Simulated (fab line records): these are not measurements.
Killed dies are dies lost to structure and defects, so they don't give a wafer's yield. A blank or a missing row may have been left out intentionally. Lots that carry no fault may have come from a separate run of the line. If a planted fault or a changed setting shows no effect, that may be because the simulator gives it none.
Matching of chambers + flow n5_finfet + rie_diel-06 running N5_MOL_CONTACT_COAG_ETCH_105: 4 sister chambers
The step etches SiARC in CF4, target depth 15.6 nm, time 26 s. 4 wafers are shown with their chamber, then 8 later ones without.

WAFERS WITH THEIR CHAMBER
| wafer  | chamber | drypump_motor_current_A (A) |
|--------|---------|-----------------------------|
| L091.1 | 0       | 5.5                         |
| L092.2 | 3       | 6.8                         |
| L092.3 | 2       | 5.4                         |
| L093.1 | 1       | 5.4                         |

WAFERS WITHOUT THEIR CHAMBER
| wafer  | drypump_motor_current_A (A) |
|--------|-----------------------------|
| L093.2 | 5.5                         |
| L093.4 | 6.8                         |
| L096.2 | 5.4                         |
| L096.4 | 5.5                         |
| L096.6 | 5.3                         |
| L097.3 | 6.8                         |
| L097.4 | 5.3                         |
| L097.5 | 5.4                         |

CHAMBER TAKEN BY EACH
| wafer  | from the rows above          | in truth |
|--------|------------------------------|----------|
| L093.2 | can't be placed: 0 or 1 or 2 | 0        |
| L093.4 | 3                            | 3        |
| L096.2 | can't be placed: 1 or 2 or 0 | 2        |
| L096.4 | can't be placed: 0 or 1 or 2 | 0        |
| L096.6 | can't be placed: 1 or 2 or 0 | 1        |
| L097.3 | 3                            | 3        |
| L097.4 | can't be placed: 1 or 2 or 0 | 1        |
| L097.5 | can't be placed: 1 or 2 or 0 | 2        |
2 of 8 placed correctly. Cannot be placed on the basis of these rows: 6; the candidates contain the true chamber in 6. Placed wrongly: 0.
How it was worked out, from the rows above alone: a wafer's distance from a chamber is the root of the sum, over the readings, of the square of ((its reading less the chamber's mean) divided by the reading's scatter). If the next closest chamber is less than 2 further off than the closest, the wafer can't be placed; otherwise it belongs to the closest. A chamber's mean is the mean of its shown wafers. The scatter: root of mean squared gap, hidden wafer to nearest shown wafer, with one shown wafer a chamber.
